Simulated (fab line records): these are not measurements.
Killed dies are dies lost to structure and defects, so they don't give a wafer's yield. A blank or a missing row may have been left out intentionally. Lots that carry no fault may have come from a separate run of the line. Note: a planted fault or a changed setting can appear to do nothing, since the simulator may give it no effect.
Commonality check across tools | flow n5Finfet | Sample size 9 lots and 26 wafers

== THE REASON FOR OPENING IT ==
Of 9 lots, 2 have the reading IOFF_N flagged at N5_BEOL_M4_RC_MEAS_101. Fault-free wafers read 0.15 nA/um, with a standard deviation of 0.03.
Rule: a lot gets a flag if all its wafers with a number sit over 4 standard deviations from that mean, or if no wafer of it has a number. All remaining lots are regarded as sound.

lot  | measured     | on        | IOFF_N (nA/um), wafer by wafer | flag
L750 | day 8 09:34  | prober-01 | 0.13 0.12 0.14                 | 
L752 | day 8 18:11  | prober-01 | 1.10 1.26 1.21                 | FLAGGED
L755 | day 10 00:35 | prober-02 | 1.77 1.83 2.33                 | FLAGGED
L763 | day 12 04:47 | prober-01 | 0.16 0.14 0.20                 | 
L764 | day 12 10:49 | prober-02 | 0.17 0.15 0.17                 | 
L768 | day 13 05:05 | prober-02 | 0.17 0.15                      | 
L769 | day 13 19:22 | prober-02 | 0.12 0.15 0.16                 | 
L770 | day 13 22:01 | prober-02 | 0.15 0.19 0.12                 | 
L771 | day 14 03:22 | prober-02 | 0.11 0.14 0.11                 | 
Average over the flagged lots: 1.58 nA/um; offset from the usual +1.43 nA/um, equal to +48 standard deviations.

== WHICH TOOL EACH LOT WENT THROUGH ==
Before the reading, the record contains 3 process steps out of a 1938-step route. Each cell gives the tool, then ch followed by the chambers the sampled wafers passed through, then the start.
lot  | flag    | N5_SD_EPI_P_ETCH_36              | N5_SD_ACTIVATION_RTA_00        | N5_ILD0_LINER_00
L750 |         | rieDiel-03 ch 2,3, day 3 20:44   | rtpAnneal-02 ch 0, day 4 00:33 | aldSin-02 ch 0,1,3, day 4 01:13
L752 | FLAGGED | rieDiel-04 ch 0,1,3, day 4 04:59 | rtpAnneal-02 ch 0, day 4 08:44 | aldSin-03 ch 0,3, day 4 09:28
L755 | FLAGGED | rieDiel-06 ch 1,2,3, day 5 01:31 | rtpAnneal-02 ch 0, day 5 05:28 | aldSin-03 ch 0,2,3, day 5 06:48
L763 |         | rieDiel-03 ch 0,2,3, day 6 22:15 | rtpAnneal-01 ch 0, day 7 01:58 | aldSin-03 ch 1,2,3, day 7 02:45
L764 |         | rieDiel-04 ch 0,1, day 7 05:33   | rtpAnneal-01 ch 0, day 7 09:17 | aldSin-04 ch 0,1,2, day 7 10:06
L768 |         | rieDiel-04 ch 1, day 8 05:15     | rtpAnneal-02 ch 0, day 8 09:17 | aldSin-02 ch 2,3, day 8 11:35
L769 |         | rieDiel-06 ch 1,2,3, day 8 13:44 | rtpAnneal-02 ch 0, day 8 17:27 | aldSin-02 ch 0,2, day 8 18:14
L770 |         | rieDiel-04 ch 1,2,3, day 8 20:13 | rtpAnneal-02 ch 0, day 9 00:46 | aldSin-04 ch 1,2,3, day 9 01:32
L771 |         | rieDiel-04 ch 0,1,3, day 9 03:03 | rtpAnneal-01 ch 0, day 9 07:36 | aldSin-02 ch 1,2,3, day 9 08:22
What the steps here do:
- N5_SD_EPI_P_ETCH_36: etches SiARC in CF4, target depth 45.5 nm, time 75.8 s.
- N5_SD_ACTIVATION_RTA_00: time 0 s.
- N5_ILD0_LINER_00: material SiNx, target thk 4 nm, pulse time 1 s, purge time 2 s.
- N5_BEOL_M4_RC_MEAS_101

== FLAGGED OVER TOTAL, TOOL BY TOOL (the gauges that took the reading come last) ==
step                    | tool         | lots run | flagged | share of the flagged lots | sound lots run after its first flagged lot
N5_SD_EPI_P_ETCH_36     | rieDiel-03   | 2        | 0       | none                      | -
N5_SD_EPI_P_ETCH_36     | rieDiel-04   | 5        | 1       | some                      | 4 (L764,L768,L770,L771)
N5_SD_EPI_P_ETCH_36     | rieDiel-06   | 2        | 1       | some                      | 1 (L769)
N5_SD_ACTIVATION_RTA_00 | rtpAnneal-01 | 3        | 0       | none                      | -
N5_SD_ACTIVATION_RTA_00 | rtpAnneal-02 | 6        | 2       | all                       | 3 (L768,L769,L770)
N5_ILD0_LINER_00        | aldSin-02    | 4        | 0       | none                      | -
N5_ILD0_LINER_00        | aldSin-03    | 3        | 2       | all                       | 1 (L763)
N5_ILD0_LINER_00        | aldSin-04    | 2        | 0       | none                      | -
N5_BEOL_M4_RC_MEAS_101  | prober-01    | 3        | 1       | some                      | 1 (L763)
N5_BEOL_M4_RC_MEAS_101  | prober-02    | 6        | 1       | some                      | 5 (L764,L768,L769,L770,L771)

== WHAT IS ALLOWED BY THE TABLE ==
2 rows of the table ran every flagged lot: rtpAnneal-02 at N5_SD_ACTIVATION_RTA_00, aldSin-03 at N5_ILD0_LINER_00.
- rtpAnneal-02 at N5_SD_ACTIVATION_RTA_00: 2 of its 6 lots flagged. Sound lots followed the first flagged one (L768, L769, L770) on it, something a lasting fault affecting the whole tool could not allow. Its own readings (lampPowerPct, lamp_zone_1_pct, lamp_zone_2_pct, lamp_zone_3_pct, lamp_zone_4_pct, lamp_zone_5_pct, lamp_zone_6_pct, lamp_zone_7_pct) fall more than 4 standard deviations out on all wafers of the flagged lots.
- aldSin-03 at N5_ILD0_LINER_00: 2 of its 3 lots flagged. Sound lots followed the first flagged one (L763) on it, something a lasting fault affecting the whole tool could not allow.
Every row of the table either missed a flagged lot or ran a sound lot after the first.

== WHAT THE SIMULATOR PUT IN ==
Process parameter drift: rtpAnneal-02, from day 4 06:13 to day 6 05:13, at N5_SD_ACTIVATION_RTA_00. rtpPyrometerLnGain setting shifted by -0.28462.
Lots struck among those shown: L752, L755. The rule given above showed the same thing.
